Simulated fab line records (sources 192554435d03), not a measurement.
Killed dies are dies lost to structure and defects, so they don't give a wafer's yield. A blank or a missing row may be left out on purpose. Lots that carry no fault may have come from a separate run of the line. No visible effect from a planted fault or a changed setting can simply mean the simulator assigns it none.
fab line records    flow n5Finfet    part 2 of 2: steps 5 to 6 of 6
[record] lots = 24  wafers = 72  lastDay = 21
route steps=1938 shown MIM_BOT_LITHO@1863 MIM_BOT_ETCH@1866 TV_LITHO@1885 TV_OPEN@1889 PASSIVATION@1909
lots that met no fault: taken from a fault-free run of the same line
startH: start of the lot's first displayed wafer, in hours after the record's first day    waitH: hours elapsed since this lot's preceding step    " repeats the value in the row above    L1.1+2: a single row standing in for several wafers    - no value present, or no start provided    * or withheld: withheld    < > ~ a bound
route shown NAME@n: NAME is a module with steps in the file, n the number in the route of the first one    usual: mean/standard deviation taken from wafers without a fault    same: alike in all rows    chamber/n: place in a boat    sites: the reading at each site    _std_site: standard deviation of those values    _edge_site: mean of outer sites minus mean of inner sites    radiusMm: how far each site lies from the wafer's centre    mask NAME#n: copy n    behind: tool/chamber where the wafer was last shaped    hold: what put the lot on hold/how long, in hours/how the hold closed    device: names the non-switching transistor (n, p or np)    end of line: the tests these same wafers got at the end of their route    for a step that has no rows: nothing shown but its recipe    killed: at the first sort, the dies lost to defects and structure; wafer yield is something else    map: shows each die of a wafer: x if killed, . if not, _ if none is there
set.NAME: the setting as run; set.NAME@STEP: as run at that earlier step    model.NAME: the simulator's own value behind a step, which no gauge read
a sample of lots followed through the steps of the route, with each step as a table and each wafer as a row
services: the hour from which a tool's chamber was out of use, counted from the record's first day as startH (under 0 if before that day), plus the number of hours and why
[[steps]]
[step N5_PASSIVATION_AL_ETCH_33]
[recipe] chemistry = Cl2/BCl3  targetDepthA = 28000  overEtchFrac = 0.15  Cl2_flow_sccm = 180  bcl3FlowSccm = 60  target = Al  stopOn = TaN  timeS = 466.7  ionEnergyEv = 100  pressureMtorr = 10  icpW = 900  biasW = 100
[usual] drypumpMotorCurrentA = 5.7/0.54  oesProductAu = 0.74/0.073  rfFwdPowerW = 898.9/2.8  throttleValvePct = 34.3/0.38
lot.wafer  tool         chamber  startH  waitH  drypumpMotorCurrentA  oesProductAu  rfFwdPowerW  rfHoursCounterH  throttleValvePct
L077.3     rieMetal-03  0        311.95  0.2    5.7                   0.77          895.9        -                34.1
L077.4     "            1        "       "      5.3                   0.81          899.1        -                34.0
L077.6     "            0        "       "      5.7                   0.76          897.4        -                34.0
L076.2     rieMetal-03  0        312.70  0.1    5.7                   0.78          899.1        16               34.0
L076.4     "            0        "       "      5.7                   0.78          900.3        -                34.0
L076.6     "            1        "       "      5.3                   0.81          902.8        -                33.9
L075.2     rieMetal-02  0        322.42  0.1    6.4                   0.62          901.5        89               34.7
L075.5     "            1        "       "      6.7                   0.68          900.5        -                35.0
L075.6     "            0        "       "      6.4                   0.62          901.6        -                34.7
L078.1     rieMetal-01  0        324.37  0.1    5.2                   0.80          897.4        8                34.6
L078.2     "            1        "       "      5.6                   0.61          903.5        89               34.4
L078.4     "            1        "       "      5.6                   0.62          903.6        -                34.4
L074.2     rieMetal-02  0        324.70  0.1    6.4                   0.62          897.8        89               34.7
L074.3     "            0        "       "      6.4                   0.63          899.3        -                34.7
L074.4     "            1        "       "      6.8                   0.69          903.7        -                35.0
L079.1     rieMetal-03  1        325.19  0.1    5.3                   0.79          897.7        9                34.0
L079.4     "            0        "       "      5.7                   0.76          896.7        -                34.0
L079.6     "            1        "       "      5.3                   0.79          896.6        -                34.0
L082.2     rieMetal-03  0        327.65  0.1    5.7                   0.77          896.7        19               34.0
L082.3     "            1        "       "      5.2                   0.80          901.8        -                33.9
L082.6     "            0        "       "      5.7                   0.77          897.8        -                34.0
L080.1     rieMetal-01  0        328.54  0.1    5.1                   0.80          898.9        9                34.6
L080.4     "            0        "       "      5.2                   0.81          901.4        -                34.6
L080.6     "            0        "       "      5.2                   0.81          895.8        -                34.6
L081.2     rieMetal-03  0        337.42  0.2    5.7                   0.76          902.3        -                34.0
L081.4     "            0        "       "      5.7                   0.77          901.0        -                34.0
L081.6     "            0        "       "      5.7                   0.76          899.4        -                34.0
L084.1     rieMetal-03  1        351.54  0.1    5.3                   0.79          899.3        12               34.0
L084.2     "            1        "       "      5.3                   0.77          899.7        -                34.0
L084.5     "            1        "       "      5.3                   0.77          899.0        -                34.0
L083.3     rieMetal-03  1        355.53  0.3    5.3                   0.79          899.9        -                33.9
L083.5     "            1        "       "      5.2                   0.79          898.0        -                33.9
L083.6     "            1        "       "      5.3                   0.79          897.6        -                33.9
L085.2     rieMetal-02  0        372.32  0.1    6.4                   0.61          900.6        93               34.7
L085.4     "            1        "       "      6.7                   0.68          898.5        -                35.0
L085.5     "            0        "       "      6.4                   0.60          899.0        -                34.7
L087.3     rieMetal-01  1        376.01  0.2    5.6                   0.62          899.0        -                34.4
L087.4     "            0        "       "      5.2                   0.81          901.0        -                34.5
L087.6     "            1        "       "      5.6                   0.62          898.9        -                34.3
L086.1     rieMetal-03  0        382.02  0.1    5.7                   0.76          894.2        23               34.0
L086.2     "            1        "       "      5.3                   0.78          903.4        15               34.0
L086.4     "            1        "       "      5.3                   0.78          902.3        -                34.0
L088.1     rieMetal-03  0        398.12  0.1    5.7                   0.75          902.3        25               34.0
L088.3     "            1        "       "      5.3                   0.75          896.2        -                34.0
L088.5     "            0        "       "      5.7                   0.76          900.7        -                34.0
L090.1     rieMetal-03  0        398.87  0.1    5.7                   0.74          900.6        25               34.0
L090.2     "            1        "       "      5.3                   0.76          895.8        17               34.0
L090.4     "            0        "       "      5.7                   0.75          899.2        -                34.0
L089.1     rieMetal-01  1        404.78  0.1    5.6                   0.61          895.8        94               34.4
L089.4     "            1        "       "      5.6                   0.61          892.0        -                34.4
L089.6     "            1        "       "      5.6                   0.61          892.9        -                34.4
L091.2     rieMetal-02  1        428.06  0.2    6.7                   0.66          898.7        -                35.0
L091.3     "            1        "       "      6.8                   0.66          903.0        -                35.0
L091.5     "            1        "       "      6.7                   0.66          901.5        -                35.0
L094.1     rieMetal-03  1        448.51  0.1    5.3                   0.74          900.0        21               34.0
L094.2     "            0        "       "      5.7                   0.73          895.9        29               34.0
L094.4     "            0        "       "      5.7                   0.73          900.6        -                34.0
L092.1     rieMetal-02  1        448.66  0.1    6.7                   0.66          898.5        60               35.0
L092.4     "            0        "       "      6.4                   0.84          897.6        -                34.5
L092.5     "            1        "       "      6.7                   0.65          900.8        -                35.0
L093.3     rieMetal-02  0        455.79  0.2    6.4                   0.84          896.0        -                34.5
L093.4     "            1        "       "      6.7                   0.65          896.6        -                35.0
L093.6     "            1        "       "      6.7                   0.66          897.8        -                35.0
L096.1     rieMetal-01  1        455.86  0.1    5.6                   0.89          898.9        1                34.3
L096.3     "            1        "       "      5.6                   0.89          897.4        -                34.3
L096.5     "            0        "       "      5.2                   0.77          898.1        -                34.6
L095.1     rieMetal-01  1        463.96  0.1    5.6                   0.87          894.5        2                34.2
L095.3     "            1        "       "      5.6                   0.87          894.5        -                34.3
L095.6     "            1        "       "      5.6                   0.86          894.7        -                34.3
L097.1     rieMetal-03  0        495.43  0.1    5.7                   0.72          896.7        33               34.0
L097.4     "            1        "       "      5.3                   0.74          895.3        -                34.0
L097.5     "            0        "       "      5.7                   0.72          900.7        -                34.0
[step N5_PASSIVATION_ETCH_59]
[recipe] chemistry = Cl2/BCl3  target = TaN  targetDepthA = 650  timeS = 34.9  ionEnergyEv = 100  pressureMtorr = 10  icpW = 900  biasW = 100  Cl2_flow_sccm = 60  bcl3FlowSccm = 30
[usual] drypumpMotorCurrentA = 5.7/0.53  oesProductAu = 0.82/0.077  rfFwdPowerW = 893/3.1  throttleValvePct = 21.08/0.25
lot.wafer  tool         chamber  startH  waitH  drypumpMotorCurrentA  oesProductAu  rfFwdPowerW  rfHoursCounterH  throttleValvePct
L077.3     rieMetal-03  0        312.25  0.2    5.7                   0.87          889          -                20.83
L077.4     "            1        "       "      5.3                   0.89          897          -                20.80
L077.6     "            0        "       "      5.7                   0.87          889          -                20.81
L076.2     rieMetal-03  0        313.10  0.3    5.7                   0.86          896          17               20.82
L076.4     "            0        "       "      5.7                   0.87          896          -                20.81
L076.6     "            1        "       "      5.3                   0.89          896          -                20.82
L075.2     rieMetal-02  0        322.96  0.4    6.4                   0.69          893          89               21.41
L075.5     "            1        "       "      6.7                   0.78          894          -                21.38
L075.6     "            0        "       "      6.5                   0.69          890          -                21.41
L078.1     rieMetal-01  0        324.91  0.4    5.2                   0.88          895          9                21.33
L078.2     "            1        "       "      5.6                   0.66          895          89               21.26
L078.4     "            1        "       "      5.6                   0.67          892          -                21.27
L074.2     rieMetal-02  0        325.24  0.4    6.4                   0.68          897          90               21.41
L074.3     "            0        "       "      6.4                   0.68          892          -                21.41
L074.4     "            1        "       "      6.7                   0.77          896          -                21.38
L079.1     rieMetal-03  1        325.60  0.3    5.3                   0.88          901          9                20.81
L079.4     "            0        "       "      5.7                   0.86          897          -                20.82
L079.6     "            1        "       "      5.3                   0.87          900          -                20.82
L082.2     rieMetal-03  0        328.05  0.3    5.7                   0.86          894          19               20.83
L082.3     "            1        "       "      5.2                   0.87          893          -                20.82
L082.6     "            0        "       "      5.7                   0.85          896          -                20.81
L080.1     rieMetal-01  0        328.94  0.3    5.2                   0.88          887          9                21.35
L080.4     "            0        "       "      5.2                   0.86          892          -                21.34
L080.6     "            0        "       "      5.1                   0.88          890          -                21.35
L081.2     rieMetal-03  0        338.12  0.6    5.7                   0.85          893          -                20.80
L081.4     "            0        "       "      5.7                   0.85          896          -                20.83
L081.6     "            0        "       "      5.7                   0.86          896          -                20.81
L084.1     rieMetal-03  1        352.35  0.7    5.3                   0.86          897          12               20.84
L084.2     "            1        "       "      5.3                   0.86          890          -                20.83
L084.5     "            1        "       "      5.2                   0.87          895          -                20.82
L083.3     rieMetal-03  1        356.13  0.5    5.2                   0.86          897          -                20.82
L083.5     "            1        "       "      5.2                   0.85          895          -                20.85
L083.6     "            1        "       "      5.3                   0.85          895          -                20.84
L085.2     rieMetal-02  0        372.72  0.3    6.4                   0.68          889          93               21.42
L085.4     "            1        "       "      6.7                   0.75          890          -                21.45
L085.5     "            0        "       "      6.4                   0.68          893          -                21.42
L087.3     rieMetal-01  1        376.30  0.2    5.6                   0.66          890          -                21.29
L087.4     "            0        "       "      5.2                   0.87          893          -                21.34
L087.6     "            1        "       "      5.6                   0.67          890          -                21.28
L086.1     rieMetal-03  0        382.42  0.3    5.7                   0.84          895          24               20.85
L086.2     "            1        "       "      5.3                   0.84          893          15               20.88
L086.4     "            1        "       "      5.3                   0.83          895          -                20.87
L088.1     rieMetal-03  0        398.52  0.3    5.7                   0.84          897          25               20.86
L088.3     "            1        "       "      5.3                   0.83          892          -                20.87
L088.5     "            0        "       "      5.7                   0.83          895          -                20.83
L090.1     rieMetal-03  0        399.27  0.3    5.7                   0.83          893          25               20.86
L090.2     "            1        "       "      5.3                   0.82          892          17               20.89
L090.4     "            0        "       "      5.7                   0.83          896          -                20.86
L089.1     rieMetal-01  1        405.18  0.3    5.6                   0.68          887          94               21.25
L089.4     "            1        "       "      5.6                   0.66          890          -                21.27
L089.6     "            1        "       "      5.6                   0.67          888          -                21.26
L091.2     rieMetal-02  1        428.76  0.6    6.7                   0.75          889          -                21.42
L091.3     "            1        "       "      6.7                   0.74          893          -                21.42
L091.5     "            1        "       "      6.7                   0.74          890          -                21.40
L094.1     rieMetal-03  1        448.91  0.3    5.3                   0.81          893          21               20.87
L094.2     "            0        "       "      5.7                   0.82          894          29               20.86
L094.4     "            0        "       "      5.7                   0.81          894          -                20.88
L092.1     rieMetal-02  1        449.06  0.3    6.7                   0.73          895          61               21.43
L092.4     "            0        "       "      6.4                   0.95          893          -                21.17
L092.5     "            1        "       "      6.7                   0.73          890          -                21.42
L093.3     rieMetal-02  0        456.09  0.2    6.4                   0.93          893          -                21.15
L093.4     "            1        "       "      6.7                   0.73          892          -                21.46
L093.6     "            1        "       "      6.7                   0.73          894          -                21.44
L096.1     rieMetal-01  1        456.26  0.3    5.6                   0.97          889          1                21.04
L096.3     "            1        "       "      5.6                   0.96          888          -                21.04
L096.5     "            0        "       "      5.2                   0.83          889          -                21.36
L095.1     rieMetal-01  1        464.36  0.3    5.6                   0.93          895          3                21.06
L095.3     "            1        "       "      5.6                   0.94          890          -                21.06
L095.6     "            1        "       "      5.6                   0.95          894          -                21.03
L097.1     rieMetal-03  0        495.83  0.3    5.7                   0.80          896          34               20.89
L097.4     "            1        "       "      5.3                   0.80          898          -                20.87
L097.5     "            0        "       "      5.7                   0.79          898          -                20.89
[[services]]
tool         chamber  startH  hours  kind
rieDiel-06   -        285.04  0.6    repair
rieDiel-06   2        302.75  5.4    repair
rieDiel-06   -        327.61  1.9    repair
rieDiel-06   3        331.79  18.0   repair
rieMetal-01  -        333.04  14.6   pm
rieMetal-03  1        335.33  10.0   repair
rieDiel-06   1        344.77  6.9    repair
rieMetal-03  0        344.84  11.6   repair
rieMetal-02  -        358.24  1.0    repair
rieDiel-05   0        376.44  12.7   repair
rieDiel-04   0        378.19  20.7   repair
rieMetal-01  0        384.34  1.5    repair
rieMetal-01  -        393.53  0.2    repair
rieDiel-02   3        393.90  5.0    repair
rieDiel-04   2        394.85  5.1    repair
rieMetal-01  -        399.31  4.3    pm
rieDiel-01   1        410.33  9.9    repair
rieDiel-02   3        415.05  15.3   repair
rieDiel-05   -        443.61  2.3    repair
rieDiel-06   -        448.03  1.3    repair
rieMetal-03  -        456.97  0.9    repair
rieDiel-05   -        474.36  0.1    repair
rieDiel-02   -        474.60  2.8    pm
rieDiel-05   -        481.24  0.5    repair
